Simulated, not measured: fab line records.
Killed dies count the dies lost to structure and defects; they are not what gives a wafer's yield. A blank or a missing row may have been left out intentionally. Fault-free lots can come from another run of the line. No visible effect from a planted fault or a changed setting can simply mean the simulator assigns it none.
fab line records	flow n5_finfet
record: lots: 5	wafers: 15	last_day: 16
route steps=1938 shown BEOL_M10@1497 BEOL_M11@1536 PASSIVATION@1936
lots with no fault: from the same line, run without faults
start_h: hours from the record's first day to the start of the lot's first wafer shown	wait_h: hours from the lot's prior step to this one	" as in the row above	L1.1+2: one row covering several wafers at once	- value missing, or start not given	* or withheld: withheld	< > ~ a bound
route shown NAME@n: a module of which the file shows steps, and the number in the route of the first	usual: average and standard deviation across the fault-free wafers	same: alike in all rows	chamber/n: place in a boat	sites: the reading at each site	_std_site: the standard deviation of these	_edge_site: mean of outer sites minus mean of inner sites	radius_mm: for every site, how far away it sits from the centre of the wafer	mask NAME#n: copy n	behind: tool/chamber where the wafer was last shaped	hold: why the lot went on hold/how many hours it stayed there/how the hold came to an end	device: the n, p or np transistor that did not switch	end of line: the tests these same wafers got at the end of their route	for a step that has no rows: nothing shown but its recipe	killed: count of dies lost to structure and defects at first sort (not the wafer's yield)	map: a wafer's dies, x killed, . not, _ none there
set.NAME: setting as actually run; set.NAME@STEP: the setting as run at that earlier step	model.NAME: the simulator's own value behind a step, which no gauge read
certain route steps with their lots: each step a table, each wafer a row
services: from which hour (start_h, from the record's first day; less than 0 if before it) a tool's chamber was out of use, for how many hours, and why
== steps ==
step: N5_BEOL_M10_EBR_24
recipe: solvent: PGMEA	ebr_width_mm: 1.5
step: N5_BEOL_M10_SOFTBAKE_23
recipe: temp_c: 110	time_s: 60	resist: CAR-ArF
step: N5_BEOL_M10_EXPOSE_25
recipe: mask_id: V9	na: 1.35	source_shape: annular	sigma_inner: 0.5	sigma_outer: 0.8	polarization: unpolarized	dose_mj: 85.5
step: N5_BEOL_M10_PEB_26
recipe: peb_temp_c: withheld	peb_time_s: 60	resist: CAR-ArF
step: N5_BEOL_M10_DEVELOP_27
recipe: develop_time_s: 30	developer: TMAH	resist: CAR-ArF	rinse_liquid: diw	dry: air_spin	dev_temp_c: 23
step: N5_BEOL_M10_DESCUM_33
recipe: chemistry: O2	time_s: 7.9	source_power_w: 50	bias_power_w: 20	pressure_mtorr: 20	rf_frequency_hz: 2.712e+07	temp_c: 40	resist: CAR-ArF	o2_flow_sccm: 225
step: N5_BEOL_M10_ETCH_65
recipe: chemistry: CF4	target: SiARC	target_depth_a: 390	mask_material: CAR-ArF	time_s: 65	ion_energy_ev: 80	pressure_mtorr: 40	source_w: 545	bias_w: 36	Ar_flow_sccm: 100	cf4_flow_sccm: 100	ends: cleared
step: N5_BEOL_M10_ETCH_66
recipe: chemistry: N2/H2	target: SOC	target_depth_a: 1200	overetch_a: 240	mask_material: SiARC	temp_c: 40	time_s: 180	ion_energy_ev: 200	pressure_mtorr: 30	source_w: 840	bias_w: 150	n2_flow_sccm: 200	h2_flow_sccm: 200
step: N5_BEOL_M10_STRIP_69
recipe: chemistry: N2/H2	temp_c: 40	n2_flow_sccm: 200	h2_flow_sccm: 200	rf_frequency_hz: 6e+07
step: N5_BEOL_M10_VIA_ETCH_34
recipe: chemistry: C4F6/O2	target: SiCOH_lowk	target_depth_a: 1845	mask_material: SOC	taper_deg: 4	time_s: 69.2	ion_energy_ev: 250	pressure_mtorr: 30	source_w: 345	bias_w: 185	Ar_flow_sccm: 300	C4F6_flow_sccm: 10	O2_flow_sccm: 10
usual: O2_flow_sccm: 10.001/0.029	bias_w: 185.0/0.48	drypump_motor_current_A: 5.65/0.28	oes_ar_750_au: 0.79/0.084	oes_product_au: 0.78/0.083	rf_vpp_V: 657/12	showerhead_plenum_p_Torr: 2.86/0.12	throttle_valve_pct: 20.99/0.21
lot.wafer	tool	chamber	start_h	wait_h	O2_flow_sccm	bias_w	drypump_motor_current_A	oes_ar_750_au	oes_product_au	rf_hours_counter_h	rf_vpp_V	showerhead_plenum_p_Torr	throttle_valve_pct
L231.4	rie_diel-02	0	246.09	0.0	10.031	184.4	5.81	0.71	0.69	219	653	2.68	20.87
L231.5	"	0	"	"	10.032	184.7	5.81	0.71	0.69	-	653	2.68	20.87
L231.6	"	1	"	"	9.958	186.3	5.66	0.90	0.88	-	650	3.02	20.84
L233.1	rie_diel-02	3	257.56	0.0	10.015	185.0	5.36	0.72	0.72	221	680	2.84	21.32
L233.3	"	2	"	"	10.018	185.8	5.37	0.76	0.76	111	662	2.78	21.06
L233.6	"	3	"	"	10.043	185.4	5.36	0.72	0.73	-	679	2.84	21.33
L241.4	rie_diel-02	1	309.60	0.0	9.984	186.1	5.67	0.86	0.83	-	650	3.01	20.87
L241.5	"	2	"	"	10.003	185.0	5.39	0.74	0.76	-	660	2.78	21.10
L241.6	"	0	"	"	9.983	185.4	5.79	0.69	0.69	-	652	2.67	20.93
L243.2	rie_diel-02	1	315.81	0.0	10.014	185.3	5.68	0.86	0.84	53	651	3.01	20.88
L243.3	"	2	"	"	10.007	185.0	5.38	0.74	0.75	131	662	2.78	21.11
L243.4	"	0	"	"	9.968	184.3	5.81	0.69	0.68	244	653	2.67	20.93
L244.1	rie_diel-02	2	328.39	0.0	10.031	185.7	5.37	0.73	0.74	135	663	2.77	21.12
L244.2	"	3	"	"	9.993	185.0	5.42	0.71	0.72	242	678	2.83	21.36
L244.6	"	1	"	"	9.988	185.0	5.68	0.86	0.84	-	650	3.01	20.89
step: N5_BEOL_M10_STRIP_73
recipe: chemistry: C4F6/O2	resist: SiARC	rf_frequency_hz: 6e+07
step: N5_BEOL_M10_STRIP_36
recipe: chemistry: N2/H2	power_w: 450	temp_c: 40	pressure_mtorr: 20	rf_frequency_hz: 6e+07	overash_fraction: 0.3	bias_power_w: 7	h2_frac: 0.5	n2_flow_sccm: 200	h2_flow_sccm: 200
step: N5_BEOL_M10_TRENCH_ETCH_37
recipe: chemistry: C4F6/O2	target_depth_a: 1488.3	target: SiCOH_lowk	time_s: 48	ion_energy_ev: 250	pressure_mtorr: 30	source_w: 345	bias_w: 185	Ar_flow_sccm: 300	C4F6_flow_sccm: 10	O2_flow_sccm: 10
step: N5_BEOL_M10_ETCH_41
recipe: chemistry: CH3F/O2	target: SiCN	target_depth_a: 426	taper_deg: 2	time_s: 86	ion_energy_ev: 120	mask_material: TiN	pressure_mtorr: 30	source_w: 395	bias_w: 75	Ar_flow_sccm: 150	CH3F_flow_sccm: 30	O2_flow_sccm: 20
step: N5_BEOL_M10_STRIP_77
recipe: chemistry: N2/H2	time_s: 10	power_w: 450	temp_c: 40	pressure_mtorr: 20	rf_frequency_hz: 6e+07	bias_power_w: 7	n2_flow_sccm: 200	h2_flow_sccm: 200
step: N5_BEOL_M10_HM_STRIP_39
recipe: chemistry: peroxide_tin_strip	material: TiN	target_depth_a: 250	temp_c: 50	time_s: 158
step: N5_BEOL_M10_SRD_40
recipe: time_s: 30	temp_c: 23	rinse_liquid: diw	dry: ipa_marangoni
step: N5_BEOL_M10_PRECLEAN_42
recipe: chemistry: residue_remover	time_s: 60	temp_c: 40
step: N5_BEOL_M10_SRD_43
recipe: time_s: 30	temp_c: 23	rinse_liquid: diw	dry: ipa_marangoni
step: N5_BEOL_M10_CURE_72
recipe: temp_c: 370	time_s: 120	ambient: DMADMS/He	material: SiCOH_lowk
step: N5_BEOL_M10_DEGAS_44
recipe: ambient: vacuum	temp_c: 250	time_s: 60
step: N5_BEOL_M10_PRE_CLEAN_45
recipe: gas: H2/He	time_s: 30	temp_c: 250
step: N5_BEOL_M10_ALD_74
recipe: material: TaN	target_thk_a: 20	temp_c: 275	ald_precursor_family: PDMAT	ald_co_reactant: NH3	pressure_torr: 3	carrier_flow_sccm: 1500	pulse_time_s: 2	purge_time_s: 3	co_reactant_purge_time_s: 2	co_reactant_pulse_time_s: 3	ald_cycles: 40	precursor_vessel_temp_c: 75	precursor_vessel_pressure_torr: 26.25	precursor_vessel_carrier_sccm: 1000
step: N5_BEOL_M10_SURFACE_TREAT_76
recipe: gas: Ar	time_s: *	ion_energy_ev: *	ion_current_ma_cm2: 0.5	pressure_mtorr: *	ar_flow_sccm: 30
step: N5_BEOL_M10_CVD_75
recipe: material: Co	target_thk_a: 20	temp_c: withheld	precursor: CCTBA/H2	pressure_torr: 30	time_s: 138.9
step: N5_BEOL_M10_SPUTTER_48
recipe: material: Cu	target_thk_a: 120	temp_c: -20	bias_v: 60	power_w: 26000	chamber_pressure_pa: 0.13	time_s: 2
step: N5_BEOL_M10_ECD_50
recipe: material: Cu	target_thk_a: 3180
step: N5_BEOL_M10_ANNEAL_51
recipe: temp_c: 225	time_s: 90	ambient: N2
step: N5_BEOL_M10_CMP_52
recipe: stop_on: SiCOH_lowk	t_overpolish_s: 7	down_force_psi: 1	platen_rpm: 50	clearing_platen_down_force_psi: 1.5	clearing_platen_rpm: 50	post_cmp_clean: cu_alkaline	target_thk_nm: 140	clearing_platen_pad_velocity_m_s: 0.99484	pad_velocity_m_s: 0.99484
step: N5_BEOL_M10_PRE_CLEAN_55
recipe: gas: NH3	time_s: 15	temp_c: withheld	rf_power_w: 300
step: N5_BEOL_M10_DEP_56
recipe: material: SiCN	target_thk_a: 150	temp_c: withheld	precursor: 3MS/NH3	pressure_torr: 3	rf_w: 202	time_s: 26.5
step: N5_BEOL_M11_ILD_DEP_00
recipe: material: SiCOH_lowk	target_thk_a: 3085.1	temp_c: 300	precursor: DEMS/porogen	pressure_torr: 5	rf_w: 500	time_s: 58
step: N5_BEOL_M11_CURE_71
recipe: temp_c: 385	time_s: 240	ambient: He/Ar	material: SiCOH_lowk
step: N5_PASSIVATION_PROBE_49
usual: defect_limited_yield: 91.0/1.4	killed_at_M0_to_M3: 36/11	killed_at_M4_up: 13/5.4	killed_at_contacts: 12/6.4	killed_at_front_end: 41/13	killed_at_other: 2.9/2.3	killed_dies: 106/17	killed_open: 70/12	killed_short: 34/8.4	sort_bin_4_leakage: 0.01/0.057	sort_bin_5_function: 5.2/1	sort_bin_6_memory: 3.4/0.63	sort_n_pass: 1074/18	sort_yield_pct: 91.0/1.6
same: gross_dies: 1180	killed_at_back_side: 0	sort_bin_8_speed[%]: 0
lot.wafer	tool	chamber	start_h	wait_h	defect_limited_yield[%]	killed_at_M0_to_M3	killed_at_M4_up	killed_at_contacts	killed_at_front_end	killed_at_other	killed_dies	killed_open	killed_short	sort_bin_4_leakage[%]	sort_bin_5_function[%]	sort_bin_6_memory[%]	sort_n_pass	sort_yield_pct[%]
L231.4	prober-02	-	297.68	0.2	89.8	33	18	7	59	3	120	75	45	0	5.3	4.5	1060	89.8
L231.5	prober-02	-	297.73	0.2	89.7	36	9	6	65	5	121	72	49	0	6.1	3.9	1059	89.7
L231.6	prober-02	-	297.78	0.3	88.3	46	6	10	76	0	138	82	49	0	7.0	3.6	1042	88.3
L233.1	prober-01	-	306.28	0.0	91.0	39	19	16	28	4	106	76	27	0	5.8	2.7	1074	91.0
L233.3	prober-01	-	306.38	0.1	92.3	30	12	12	36	1	91	60	28	0	5.3	2.5	1089	92.3
L233.6	prober-01	-	306.53	0.3	91.4	37	12	24	25	4	102	70	32	0	4.7	3.8	1078	91.4
L241.4	prober-01	-	360.15	0.2	84.6	29	98	12	43	0	182	57	32	0.51	9.4	5.0	992	84.1
L241.5	prober-01	-	360.20	0.2	86.2	31	78	10	44	0	163	64	30	0	8.8	3.7	1017	86.2
L241.6	prober-01	-	360.25	0.3	85.0	38	97	8	34	0	177	64	18	0	9.2	4.2	1003	85.0
L243.2	prober-02	-	362.45	0.1	84.2	38	93	12	40	3	186	52	45	0	10.2	3.8	994	84.2
L243.3	prober-02	-	362.50	0.1	85.2	58	61	19	35	2	175	75	44	0	9.7	3.8	1005	85.2
L243.4	prober-02	-	362.55	0.2	84.3	41	90	25	24	5	185	67	36	0	11.0	3.6	995	84.3
L244.1	prober-01	-	372.11	0.0	88.5	25	82	4	20	5	136	45	27	0	7.5	2.9	1044	88.5
L244.2	prober-01	-	372.16	0.1	85.2	30	88	8	42	7	175	78	23	0	9.7	4.3	1005	85.2
L244.6	prober-01	-	372.36	0.3	81.6	52	108	16	38	3	217	75	43	0	12.0	5.3	963	81.6
killed by level:class
L231.4 STI_FIN_REVEAL:geometric_particle:open=16 FIN_SAQP:geometric_particle:short=9 BEOL_M3:geometric_particle:open=9 FIN_SAQP:geometric_particle:open=8 BEOL_M0_SAQP:geometric_particle:open=8 BEOL_M0_SAQP:geometric_particle:short=7 STI_FIN_REVEAL:geometric_particle:short=6 GATE_CUT:geometric_particle:short=6
L231.5 STI_FIN_REVEAL:geometric_particle:open=15 FIN_SAQP:geometric_particle:short=14 BEOL_M0_SAQP:geometric_particle:short=12 FIN_SAQP:geometric_particle:open=9 BEOL_M3:geometric_particle:open=9 BEOL_M0_SAQP:geometric_particle:open=7 MOL_CONTACT_COAG:geometric_particle:open=6 GATE_CUT:geometric_particle:short=5
L231.6 FIN_SAQP:geometric_particle:short=20 MOL_CONTACT_COAG:geometric_particle:open=10 STI_FIN_REVEAL:geometric_particle:open=10 BEOL_M0_SAQP:geometric_particle:open=10 FIN_SAQP:geometric_particle:open=9 BEOL_M1:geometric_particle:open=9 BEOL_M0_SAQP:geometric_particle:short=8 BEOL_M2:geometric_particle:open=7
L233.1 MOL_CONTACT_COAG:geometric_particle:open=12 BEOL_M0:geometric_particle:open=9 BEOL_M4:geometric_particle:open=8 FIN_SAQP:geometric_particle:open=7 BEOL_M3:geometric_particle:open=7 BEOL_M0_SAQP:geometric_particle:short=7 BEOL_M0_SAQP:geometric_particle:open=6 STI_FIN_REVEAL:geometric_particle:open=5
L233.3 FIN_SAQP:geometric_particle:open=11 BEOL_M2:geometric_particle:open=8 MOL_CONTACT_COAG:geometric_particle:open=7 GATE_CUT:geometric_particle:short=6 BEOL_M0_SAQP:geometric_particle:short=6 BEOL_M4:geometric_particle:open=6 BEOL_M3:geometric_particle:open=6 DUMMY_GATE:geometric_particle:open=5
L233.6 MOL_CONTACT_COAG:geometric_particle:open=18 BEOL_M0_SAQP:geometric_particle:short=10 BEOL_M2:geometric_particle:open=8 BEOL_M4:geometric_particle:open=8 BEOL_M3:geometric_particle:open=7 MOL_CONTACT_COAG:geometric_particle:short=6 BEOL_M1:geometric_particle:open=6 STI_FIN_REVEAL:geometric_particle:open=4
L241.4 BEOL_M10:unspecified=92 FIN_SAQP:geometric_particle:short=13 MOL_CONTACT_COAG:geometric_particle:open=10 STI_FIN_REVEAL:geometric_particle:open=9 FIN_SAQP:geometric_particle:open=8 BEOL_M2:geometric_particle:open=6 BEOL_M3:geometric_particle:open=6 STI_FIN_REVEAL:geometric_particle:short=5
L241.5 BEOL_M10:unspecified=66 FIN_SAQP:geometric_particle:open=12 FIN_SAQP:geometric_particle:short=11 MOL_CONTACT_COAG:geometric_particle:open=8 BEOL_M0_SAQP:geometric_particle:open=7 BEOL_M3:geometric_particle:open=6 STI_FIN_REVEAL:geometric_particle:open=5 BEOL_M1:geometric_particle:open=4
L241.6 BEOL_M10:unspecified=88 BEOL_M3:geometric_particle:open=11 STI_FIN_REVEAL:geometric_particle:open=8 FIN_SAQP:geometric_particle:open=7 MOL_CONTACT_COAG:geometric_particle:open=7 BEOL_M0_SAQP:geometric_particle:open=7 BEOL_M0_SAQP:geometric_particle:short=4 BEOL_M1:geometric_particle:open=4
L243.2 BEOL_M10:unspecified=88 BEOL_M0_SAQP:geometric_particle:short=11 BEOL_M0_SAQP:geometric_particle:open=9 FIN_SAQP:geometric_particle:open=7 STI_FIN_REVEAL:geometric_particle:open=7 GATE_CUT:geometric_particle:short=7 MOL_CONTACT_COAG:geometric_particle:open=7 FIN_SAQP:geometric_particle:short=5
L243.3 BEOL_M10:unspecified=53 BEOL_M0_SAQP:geometric_particle:short=17 MOL_CONTACT_COAG:geometric_particle:open=16 BEOL_M0_SAQP:geometric_particle:open=11 BEOL_M2:geometric_particle:open=10 FIN_SAQP:geometric_particle:open=7 FIN_SAQP:geometric_particle:short=7 BEOL_M1:geometric_particle:open=6
L243.4 BEOL_M10:unspecified=81 MOL_CONTACT_COAG:geometric_particle:open=20 BEOL_M0_SAQP:geometric_particle:short=15 BEOL_M0_SAQP:geometric_particle:open=10 FIN_SAQP:geometric_particle:open=7 BEOL_M2:geometric_particle:open=6 MOL_CONTACT_COAG:geometric_particle:short=5 BEOL_M4:geometric_particle:open=5
L244.1 BEOL_M10:unspecified=62 BEOL_M1:geometric_particle:open=9 FIN_SAQP:geometric_particle:short=7 BEOL_M5:geometric_particle:open=6 FIN_SAQP:geometric_particle:open=5 BEOL_M4:geometric_particle:open=4 GATE_CUT:geometric_particle:short=3 BEOL_M0_SAQP:geometric_particle:open=3
L244.2 BEOL_M10:unspecified=70 FIN_SAQP:geometric_particle:open=21 BEOL_M4:geometric_particle:open=10 BEOL_M0_SAQP:geometric_particle:open=8 FIN_SAQP:geometric_particle:short=6 MOL_CONTACT_COAG:geometric_particle:open=6 BEOL_M0_SAQP:geometric_particle:short=5 BEOL_M2:geometric_particle:open=5
L244.6 BEOL_M10:unspecified=98 FIN_SAQP:geometric_particle:open=17 MOL_CONTACT_COAG:geometric_particle:open=11 BEOL_M1:geometric_particle:open=9 BEOL_M0_SAQP:geometric_particle:short=8 FIN_SAQP:geometric_particle:short=7 BEOL_M0_SAQP:geometric_particle:open=7 BEOL_M3:geometric_particle:open=7
map L241.4 (x killed, . not)
_________________..x.........________________
______________.x..x.....x......._____________
___________.................x......__________
__________........x.x..............._________
________...........................x.._______
_______.....x..............x.x...x...x.______
______...x............x.x...x..........._____
_____........xx........x..............x..____
____................................x.....___
___x..xx..............x........x.......x...__
___x............x.....x....................__
__.................x.........x..x...x......._
__x.........................x..............._
_.............x..............................
_.x...............x..........................
_............................x...............
_.......x............x.......x...............
_.........x..................................
_........x..x........x............x.x....x...
_...................x.............x.....x....
_.....x.....x......xx...........xx..x..x.....
__.........................x...xxxxx........_
__..x.................x.....xxxxxxxxxxx....._
___......x.x.........x.x...xxxxxxxxxxxx....__
___.....x...xx.........x....xxxxxxxxxxx.x..__
____.x...x.....x...x.....x.xxxx.xxxx.xxxx.___
_____....x.........x.....x.x...xxxxxxxx..____
______........x...............xxxxxxxxx._____
_______.....x..x.x............xxx.xxxxx______
________.......xx......x.....xxxxxxx.._______
__________.....x....x............xxx_________
___________....x......x......x.....__________
______________....x............._____________
_________________............________________
map L243.2 (x killed, . not)
_________________............________________
______________.....x...x........_____________
___________...x............x.......__________
__________..xx.x...................._________
________..x.....x.....x.......x......._______
_______.......................x.x......______
______.................x....x.x........._____
_____.........x.........x................____
____.......x...........x....x..........x..___
___.......x...x..x..x........x.....xx...x.x__
___.............x..........................__
__...................x...............x...x.._
__....................x........x...x........_
_..........................x..x....x..x......
_....x..x........................x...........
_..................x.....x.......x...........
_.....x......x.....................x..x......
_.......x....................................
_x...x..xx.....x...........x............x....
_.............x.............xx............x..
_..........x..x.....x..........x.xxx..x...x..
__..........x..........x.....xxxxxx.x....x.._
__....x........x.......xx.....xxxxxxx.xx...._
___.....x...................xxxxxxxxxxx.x..__
___.x.......................xxxxxxxxxx...x.__
____..x........x...x......x...xxxxxxx.xx..___
_____.......................x.xxxxxxxx..x____
______.............x........xxxxxxxxxxx._____
_______...................xxxxxxx.x.xx.______
________.xx.............x.....x..xxx.._______
__________..............x..x.x..x.xx_________
___________..x........x.x.....x....__________
______________...x.............._____________
_________________.....xx.....________________
== services ==
tool	chamber	start_h	hours	kind
rie_diel-02	3	307.53	2.1	repair
== key ==
first_sign: step: N5_PASSIVATION_PROBE_49	reading: killed_at_M4_up	direction: up	sigmas: 14	usual: 13	struck: 88
effect: step: N5_PASSIVATION_PROBE_49	reading: defect_limited_yield	direction: down	sigmas: 4.2	usual: 91.0	struck: 85.0
more_kills_born_at: N5_BEOL_M10_VIA_ETCH_34@rie_diel-02: 698
met_at N5_BEOL_M10_VIA_ETCH_34
struck_wafers L241.4,L241.5,L241.6,L243.2,L243.3,L243.4,L244.1,L244.2,L244.6
onset_between 257.56 309.60
also_fits time
fault: kind: chamber_particle_source	tool: rie_diel-02	chamber: -	onset_h: 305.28	steps: N5_BEOL_M10_VIA_ETCH_34	rate_per_visit_cm2: 0.38473	end_h: 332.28
